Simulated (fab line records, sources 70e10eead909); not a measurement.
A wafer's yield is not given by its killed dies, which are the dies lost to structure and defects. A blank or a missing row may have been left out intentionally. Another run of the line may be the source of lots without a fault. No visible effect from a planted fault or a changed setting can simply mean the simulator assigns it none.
Struck lot and sound lot, side by side || flow nand harc || 14 out of 1302 route steps
Sound: wafers L928.2, L928.4, L928.6. Struck: wafers L939.2, L939.3, L939.5. At the end, the cause is stated.
Each step with rows lists, per side, the tool, then ch with its chambers, then its first start. Under that, the readings that differ: sound wafers || struck wafers || difference of the means || sigmas: that difference in standard deviations of wafers without a fault.
alike: same words and numbers on both sides, and readings whose means sit less than 2 such deviations apart. not compared: any withheld reading, any reading some wafer has no value for, any bound like >300 that may hide the same value, and any number with overlapping values for which the record gives no deviation.
The two part at a step that has a row with sigmas, a row that says differs or no value, or rows on one side only. Numbers that don't overlap but have no deviation are shown without sigmas and don't part them. A reading missing from all wafers of one side parts the sides only when that side holds two or more wafers.

NHARC_A_CHANNEL_FILL_D1_ALD_15: deposits SiNx, target thk 2 nm, pulse time 60 s, ald cycles 19.
  sound: ald sin batch-01 ch 0; struck: ald sin batch-03 ch 0
  alike: chamber pressure Torr, precursor pulse height rel
then, 3 steps without rows for these wafers: NHARC_A_CHANNEL_FILL_D1_ALD_16 (deposits SiO2, target thk 1.5 nm, pulse time 10 s, ald cycles 15); NHARC_A_CHANNEL_FILL_D1_ANNEAL_17 (time 1800 s); NHARC_A_CHANNEL_FILL_D1_CVD_18 (deposits poly-Si, target thk 3 nm).
NHARC_A_CHANNEL_FILL_D1_ETCHBACK_19: etches the open film in HBr/Cl2, target depth 5 nm, time 1.7 s.
  sound on rie si-05 ch 0,1,2, day 14 14:30; struck on rie si-05 ch 0,3, day 18 21:20
  alike: drypump motor current A, oes product au, throttle valve pct
  not compared: rf hours counter h
NHARC_A_CHANNEL_FILL_D1_ETCHBACK_20: etches the open film in C4F8/O2/Ar, target depth 27 nm, time 13.5 s.
  sound on rie diel-03 ch 1,2,3, day 14 14:37; struck on rie diel-01 ch 0,2, day 18 21:28
  alike: oes product au, rf vpp V
  not compared: rf hours counter h
NHARC_A_CHANNEL_FILL_D1_STRIP_28: strips in O2, time 20 s.
  sound on rie diel-03 ch 0,1,3, day 14 14:42; struck on rie diel-01 ch 0,3, day 18 21:33
  alike: drypump motor current A, oes product au, rf vpp V, showerhead plenum p Torr, throttle valve pct
  not compared: rf hours counter h
then, 4 steps without rows for these wafers: NHARC_A_CHANNEL_FILL_D1_PRECLEAN_21 (cleans in dHF, time 30 s); NHARC_A_CHANNEL_FILL_D1_SRD_23; NHARC_A_CHANNEL_FILL_D1_CVD_05 (deposits poly-Si, target thk 5 nm); NHARC_A_CHANNEL_FILL_D1_ANNEAL_22 (time 7200 s).
NHARC_A_CHANNEL_FILL_D1_ALD_25: deposits SiOx, target thk 60 nm, pulse time 10 s, ald cycles 600.
  sound on ald hk-01 ch 0,1,3, day 15 04:18; struck on ald hk-03 ch 1,3, day 19 09:56
  no value came back on the struck wafers for ald cycles, heater power outer w (W), heater power w (W), precursor pulse height rel; on the sound wafers ald cycles reads 600 600 600
  not compared: since wet clean h
NHARC_A_CHANNEL_FILL_D1_ETCHBACK_08: etches the open film in C4F8, target depth 220 nm, time 110 s.
  sound: rie diel-03 ch 0,2; struck: rie diel-04 ch 0,1
  alike: oes product au, rf vpp V
  not compared: rf hours counter h
-- the record jumps here: 15 days lie between the struck wafers' starts before and after (it left off in module A_CHANNEL_FILL_D1 and takes up again in module END, whose first step shown is number 1302 of the route) --
NHARC_END_SORT_01:
  the record has rows for the struck wafers here (prober-01 ch 0, day 34 09:14) and none for the sound ones

## WHERE THEY PART
First at NHARC_A_CHANNEL_FILL_D1_ALD_25; last, within this record, at NHARC_END_SORT_01.

WHY: whatever the simulator had introduced
At NHARC_A_CHANNEL_FILL_D1_ALD_25, the step was skipped entirely on ald hk-03 from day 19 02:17 on. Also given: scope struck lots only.
